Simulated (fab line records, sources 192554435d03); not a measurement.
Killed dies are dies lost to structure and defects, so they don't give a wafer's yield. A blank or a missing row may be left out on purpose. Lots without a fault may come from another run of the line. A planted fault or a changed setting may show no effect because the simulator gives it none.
Which tool did it? | flow n5_finfet | 11 lots, 32 wafers sampled, at 1 step of a route of 1938

WHAT THE GAUGES READ, wafer by wafer
N5_BEOL_M7_OVL_MEAS_12.
lot  | measured     | on         | M7_OVL (nm)
L783 | day 9 02:23  | overlay-01 | 0.4 -0.8 0.7
L784 | day 9 07:21  | overlay-02 | 1.1 0.8 0.7
L785 | day 9 07:43  | overlay-01 | -0.4 0.0 -0.4
L786 | day 9 23:17  | overlay-02 | 0.3 0.6 -0.6
L789 | day 10 10:06 | overlay-02 | 0.9 0.7 -0.2
L790 | day 11 01:52 | overlay-02 | -0.7 0.0 -0.2
L795 | day 12 10:01 | overlay-01 | -0.5 0.2 0.1
L800 | day 13 09:42 | overlay-01 | -0.3 -0.6
L799 | day 13 23:51 | overlay-02 | 0.7 -0.2 1.1
L804 | day 14 20:41 | overlay-01 | 0.2 0.3 0.3
L805 | day 15 08:35 | overlay-01 | 0.3 -0.4 -0.1

WHICH TOOL RAN EACH LOT (tool, then ch and the chambers of the sampled wafers, then the start)
The record holds no process step before these readings.

THE ANSWER, worked out from the rows above alone
Rule: what is usual is taken from the lots themselves. Put in order of their means at a reading, lots are off if they are a third of the lots or fewer, leave a main group of 4 or more, and stand apart from it by a gap of 3 or more times the standard deviation of the main group's means; of several such gaps the widest counts. A main group whose means are all the same, to the digits that the tables above print for the reading, isn't used. A lot without any number at a reading at which 4 lots or more have one is off too. The other lots that the step has rows for count as sound.
No lot is off at any reading shown: from this, nothing can be told.

WHAT THE SIMULATOR HAD PUT IN
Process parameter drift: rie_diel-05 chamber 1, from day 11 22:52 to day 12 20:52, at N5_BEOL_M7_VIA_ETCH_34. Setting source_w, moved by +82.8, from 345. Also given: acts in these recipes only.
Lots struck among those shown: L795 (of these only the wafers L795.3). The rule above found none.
